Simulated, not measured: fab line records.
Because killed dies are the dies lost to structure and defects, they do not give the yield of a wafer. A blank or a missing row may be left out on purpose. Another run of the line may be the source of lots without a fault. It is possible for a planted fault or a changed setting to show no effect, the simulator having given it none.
Matching of chambers	flow n5_finfet	4 sister chambers for N5_BEOL_M7_STRIP_67 on rie_diel-02
The step strips in CF4. 30 wafers are shown with their chamber, then 12 later ones without.

WAFERS WITH THEIR CHAMBER
wafer	chamber	showerhead_plenum_p_Torr (Torr)	throttle_valve_pct (%)	drypump_motor_current_A (A)
L075.3	0	1.73	13.8	5.29
L075.4	3	1.76	13.5	5.46
L075.6	2	1.83	13.1	5.67
L077.1	3	1.75	13.5	5.49
L077.3	0	1.73	13.8	5.30
L077.6	0	1.73	13.8	5.30
L080.1	3	1.75	13.5	5.47
L080.4	2	1.83	13.1	5.65
L080.5	0	1.73	13.9	5.29
L083.3	2	1.83	13.1	5.67
L083.5	2	1.83	13.1	5.68
L083.6	1	1.82	13.1	5.81
L084.2	2	1.83	13.1	5.70
L084.5	0	1.72	13.9	5.31
L084.6	1	1.82	13.1	5.86
L085.2	0	1.72	13.9	5.30
L085.3	1	1.82	13.1	5.87
L085.5	0	1.72	13.9	5.28
L089.1	2	1.82	13.2	5.68
L089.2	1	1.82	13.1	5.83
L089.3	3	1.75	13.5	5.44
L089.4	0	1.72	13.9	5.29
L089.5	2	1.82	13.2	5.71
L089.6	3	1.75	13.5	5.44
L091.1	3	1.75	13.5	5.50
L091.4	2	1.82	13.2	5.65
L091.5	1	1.82	13.1	5.81
L092.1	2	1.82	13.2	5.66
L092.2	3	1.75	13.5	5.46
L092.3	0	1.72	13.9	5.29

SIGNATURES, as means of the wafers listed above
reading	chamber 0	chamber 1	chamber 2	chamber 3	scatter within a chamber
showerhead_plenum_p_Torr	1.7244	1.8200	1.8256	1.7514	0.00452
throttle_valve_pct	13.867	13.100	13.144	13.500	0.0403
drypump_motor_current_A	5.2944	5.8360	5.6744	5.4657	0.0199
Rule: for a wafer and a chamber, the distance is found by dividing, reading by reading, the gap between the wafer's reading and the chamber's mean by the reading's scatter, squaring, summing and taking the root. The wafer belongs to the nearest chamber; if the next one is less than 2 further off, it can't be placed. The scatter is the square root of a quotient: the sum, over the shown wafers, of each reading's squared deviation from its chamber's mean, divided by wafers minus chambers.

WAFERS WITHOUT THEIR CHAMBER
wafer	showerhead_plenum_p_Torr (Torr)	throttle_valve_pct (%)	drypump_motor_current_A (A)
L092.4	1.82	13.1	5.82
L092.5	1.82	13.1	5.83
L092.6	1.72	13.9	5.29
L093.2	1.82	13.2	5.67
L093.3	1.72	13.9	5.31
L093.6	1.82	13.2	5.69
L096.1	1.82	13.2	5.69
L096.2	1.82	13.1	5.87
L096.3	1.72	13.9	5.30
L096.4	1.75	13.6	5.46
L096.5	1.72	13.9	5.30
L096.6	1.75	13.6	5.49

CHAMBER TAKEN BY EACH
wafer	from the rows above	in truth
L092.4	1	1
L092.5	1	1
L092.6	0	0
L093.2	2	2
L093.3	0	0
L093.6	2	2
L096.1	2	2
L096.2	1	1
L096.3	0	0
L096.4	3	3
L096.5	0	0
L096.6	3	3
Correct placement for 12 of the 12. Left unplaced by these rows: 0. Placed wrongly: 0.
